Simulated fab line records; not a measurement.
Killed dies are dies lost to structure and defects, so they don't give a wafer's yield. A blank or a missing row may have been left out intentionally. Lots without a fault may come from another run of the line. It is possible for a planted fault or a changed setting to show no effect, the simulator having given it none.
Matching of chambers / flow n5_finfet / 3 sister chambers for N5_BEOL_M14_ILD_DEP_00 on pecvd-04
The step deposits SiO2 from TEOS/O2, target thk 1119.3 nm, time 237.4 s. 14 wafers are shown with their chamber, then 7 later ones without.

== WAFERS, EACH WITH ITS CHAMBER ==
wafer=L076.1; chamber=1; showerhead_plenum_p_Torr (Torr)=8.41; throttle_valve_pct (%)=18.5; heater_power_w (W)=400
wafer=L076.2; chamber=0; showerhead_plenum_p_Torr (Torr)=8.29; throttle_valve_pct (%)=19.3; heater_power_w (W)=523
wafer=L076.5; chamber=1; showerhead_plenum_p_Torr (Torr)=8.40; throttle_valve_pct (%)=18.5; heater_power_w (W)=495
wafer=L087.3; chamber=2; showerhead_plenum_p_Torr (Torr)=8.32; throttle_valve_pct (%)=19.7; heater_power_w (W)=479
wafer=L087.4; chamber=1; showerhead_plenum_p_Torr (Torr)=8.40; throttle_valve_pct (%)=18.4; heater_power_w (W)=365
wafer=L087.5; chamber=0; showerhead_plenum_p_Torr (Torr)=8.31; throttle_valve_pct (%)=19.2; heater_power_w (W)=532
wafer=L089.1; chamber=0; showerhead_plenum_p_Torr (Torr)=8.31; throttle_valve_pct (%)=18.8; heater_power_w (W)=490
wafer=L089.2; chamber=2; showerhead_plenum_p_Torr (Torr)=8.29; throttle_valve_pct (%)=19.7; heater_power_w (W)=399
wafer=L089.6; chamber=2; showerhead_plenum_p_Torr (Torr)=8.30; throttle_valve_pct (%)=19.6; heater_power_w (W)=469
wafer=L094.1; chamber=2; showerhead_plenum_p_Torr (Torr)=8.31; throttle_valve_pct (%)=19.5; heater_power_w (W)=438
wafer=L094.2; chamber=1; showerhead_plenum_p_Torr (Torr)=8.42; throttle_valve_pct (%)=18.4; heater_power_w (W)=382
wafer=L094.4; chamber=0; showerhead_plenum_p_Torr (Torr)=8.29; throttle_valve_pct (%)=19.1; heater_power_w (W)=413
wafer=L093.1; chamber=1; showerhead_plenum_p_Torr (Torr)=8.40; throttle_valve_pct (%)=18.3; heater_power_w (W)=489
wafer=L093.2; chamber=0; showerhead_plenum_p_Torr (Torr)=8.30; throttle_valve_pct (%)=19.1; heater_power_w (W)=518

SIGNATURES, as means of the wafers listed above
reading=showerhead_plenum_p_Torr; chamber 0=8.3000; chamber 1=8.4060; chamber 2=8.3050; scatter within a chamber=0.0105
reading=throttle_valve_pct; chamber 0=19.100; chamber 1=18.420; chamber 2=19.625; scatter within a chamber=0.133
reading=heater_power_w; chamber 0=495.20; chamber 1=426.20; chamber 2=446.25; scatter within a chamber=50.8
Rule: a wafer's distance from a chamber is the root of the sum, over the readings, of the square of ((its reading less the chamber's mean) divided by the reading's scatter). The wafer belongs to the nearest chamber; if the next one is less than 2 further off, it can't be placed. The scatter is the square root of a quotient: the sum, over the shown wafers, of each reading's squared deviation from its chamber's mean, divided by wafers minus chambers.

== WAFERS WITH NO CHAMBER GIVEN ==
wafer=L093.5; showerhead_plenum_p_Torr (Torr)=8.32; throttle_valve_pct (%)=19.6; heater_power_w (W)=376
wafer=L096.2; showerhead_plenum_p_Torr (Torr)=8.38; throttle_valve_pct (%)=18.5; heater_power_w (W)=443
wafer=L096.5; showerhead_plenum_p_Torr (Torr)=8.31; throttle_valve_pct (%)=19.1; heater_power_w (W)=535
wafer=L096.6; showerhead_plenum_p_Torr (Torr)=8.39; throttle_valve_pct (%)=18.3; heater_power_w (W)=480
wafer=L097.1; showerhead_plenum_p_Torr (Torr)=8.30; throttle_valve_pct (%)=19.7; heater_power_w (W)=472
wafer=L097.4; showerhead_plenum_p_Torr (Torr)=8.30; throttle_valve_pct (%)=19.3; heater_power_w (W)=518
wafer=L097.6; showerhead_plenum_p_Torr (Torr)=8.32; throttle_valve_pct (%)=19.6; heater_power_w (W)=504

== CHAMBER TAKEN BY EACH ==
wafer=L093.5; from the rows above=2; in truth=2
wafer=L096.2; from the rows above=1; in truth=1
wafer=L096.5; from the rows above=0; in truth=0
wafer=L096.6; from the rows above=1; in truth=1
wafer=L097.1; from the rows above=2; in truth=2
wafer=L097.4; from the rows above=can't be placed: 0 or 2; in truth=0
wafer=L097.6; from the rows above=2; in truth=2
Correct placement for 6 of the 7. These rows do not allow placing 1 (true chamber among the candidates in 1). Number placed wrongly: 0.
